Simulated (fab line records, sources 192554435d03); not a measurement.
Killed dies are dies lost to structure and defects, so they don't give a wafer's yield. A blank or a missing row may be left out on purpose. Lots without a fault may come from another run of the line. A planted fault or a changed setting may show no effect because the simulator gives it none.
Which tool did it? | flow n5_finfet | 10 lots, 30 wafers sampled, at 4 steps of a route of 1938

WHAT THE GAUGES READ, wafer by wafer
N5_WELL_APT_INSPECT_38: inspects for defects (darkfield).
lot  | measured    | on                | raw_defect_count
L768 | day 1 22:43 | defect_inspect-01 | 16 11 32
L769 | day 2 04:45 | defect_inspect-01 | 20 10 15
L771 | day 2 16:33 | defect_inspect-01 | 14 17 17
L777 | day 4 04:36 | defect_inspect-01 | 306 325 356
L779 | day 4 17:02 | defect_inspect-02 | 304 328 312
L782 | day 5 10:44 | defect_inspect-01 | 8 18 14
L784 | day 5 22:56 | defect_inspect-02 | 8 9 12
L788 | day 6 23:59 | defect_inspect-01 | 25 11 14
L789 | day 7 04:27 | defect_inspect-01 | 20 20 7
L790 | day 7 10:37 | defect_inspect-01 | 10 17 23

N5_PMOS_HMC_CHANNEL_EPI_INSPECT_11: inspects for defects (macro).
lot  | measured    | on                | raw_defect_count
L768 | day 1 23:14 | defect_inspect-02 | 3 1 2
L769 | day 2 05:15 | defect_inspect-01 | 2 4 4
L771 | day 2 16:58 | defect_inspect-02 | 1 1 1
L777 | day 4 04:58 | defect_inspect-01 | 292 >300 >300
L779 | day 4 17:32 | defect_inspect-02 | >300 >300 >300
L782 | day 5 11:07 | defect_inspect-01 | 2 7 2
L784 | day 5 23:25 | defect_inspect-02 | 0 1 0
L788 | day 7 00:21 | defect_inspect-01 | 3 2 2
L789 | day 7 04:50 | defect_inspect-02 | 0 1 1
L790 | day 7 11:07 | defect_inspect-01 | 1 1 2

WHICH TOOL RAN EACH LOT (tool, then ch and the chambers of the sampled wafers, then the start)
lot  | N5_ZERO_LAYER_ETCH_18           | N5_WELL_APT_PRECLEAN_36
L768 | rie_si-02 ch 0,1,3, day 1 18:55 | wet_bench-03 ch 0,1,7, day 1 22:01
L769 | rie_si-02 ch 2,3, day 2 00:58   | wet_bench-04 ch 0,4,5, day 2 04:02
L771 | rie_si-05 ch 1,2,3, day 2 12:47 | wet_bench-03 ch 0,2,4, day 2 15:50
L777 | rie_si-03 ch 1,3, day 4 00:56   | wet_bench-03 ch 5,6,7, day 4 03:53
L779 | rie_si-02 ch 0,2,3, day 4 12:47 | wet_bench-03 ch 1,2,7, day 4 16:19
L782 | rie_si-03 ch 0,2,3, day 5 06:47 | wet_bench-06 ch 3,5,7, day 5 09:49
L784 | rie_si-02 ch 0,2, day 5 18:47   | wet_bench-04 ch 0,3,5, day 5 22:00
L788 | rie_si-05 ch 0,1,3, day 6 20:08 | wet_bench-04 ch 2,3,7, day 6 23:16
L789 | rie_si-02 ch 1,2, day 7 00:50   | wet_bench-06 ch 2,5,7, day 7 03:44
L790 | rie_si-03 ch 1,2, day 7 06:49   | wet_bench-04 ch 0,1,2, day 7 09:53
- N5_ZERO_LAYER_ETCH_18: etches Si in HBr/Cl2, target depth 120 nm, time 40 s.
- N5_WELL_APT_PRECLEAN_36: cleans in O3/DIW, time 45 s.

WHAT THE TOOLS THEMSELVES READ (means of the sampled wafers that have a number; where no wafer has one, the mark that the record gives instead)
N5_ZERO_LAYER_ETCH_18.
lot  | tool      | chamber_pressure_mTorr (mTorr) | drypump_motor_current_A (A) | oes_product_au (a.u.) | throttle_valve_pct (%)
L768 | rie_si-02 | 10.002                         | 5.2                         | 0.994                 | 35.9
L769 | rie_si-02 | 9.998                          | 6.2                         | 0.981                 | 36.0
L771 | rie_si-05 | 10.001                         | 5.9                         | 1.001                 | 36.4
L777 | rie_si-03 | 10.000                         | 5.4                         | 0.992                 | 36.0
L779 | rie_si-02 | 10.002                         | 5.7                         | 0.986                 | 36.2
L782 | rie_si-03 | 9.996                          | 5.9                         | 1.002                 | 36.6
L784 | rie_si-02 | 10.004                         | 5.4                         | 0.998                 | 36.8
L788 | rie_si-05 | 9.999                          | 5.4                         | 0.994                 | 36.4
L789 | rie_si-02 | 9.999                          | 5.4                         | 1.003                 | 35.7
L790 | rie_si-03 | 9.998                          | 5.8                         | 1.012                 | 36.5

THE ANSWER, worked out from the rows above alone
Rule: what is usual is taken from the lots themselves. Put in order of their means at a reading, lots are off if they are a third of the lots or fewer, leave a main group of 4 or more, and stand apart from it by a gap of 3 or more times the standard deviation of the main group's means; of several such gaps the widest counts. A main group whose means are all the same, to the digits that the tables above print for the reading, isn't used. A lot without any number at a reading at which 4 lots or more have one is off too. The other lots that the step has rows for count as sound. The gauges are gone through in route order, then the tools' own readings, and for those a lot's mean is taken as printed above. The first step at which some lot is off is used, and at that step the reading that is off furthest; a lot without a number counts as furthest.
Off: L777, L779, at N5_WELL_APT_INSPECT_38 (raw_defect_count). The main group: mean 15, standard deviation 2.7.
A tool fits if, at a process step before that reading, it ran every lot that is off, and no sound lot after the first of them. The gauges at N5_WELL_APT_INSPECT_38 are tried like those tools. One fits: wet_bench-03 at N5_WELL_APT_PRECLEAN_36. Its last sound lot is L771 (day 2 15:50), its first lot that is off L777 (day 4 03:53): a fault that began between those two fits.

WHAT THE SIMULATOR HAD PUT IN
Chamber particle source: wet_bench-03, from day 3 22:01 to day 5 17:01, at N5_WELL_APT_PRECLEAN_36. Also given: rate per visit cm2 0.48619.
Lots struck among those shown: L777, L779. The rule above found the same.
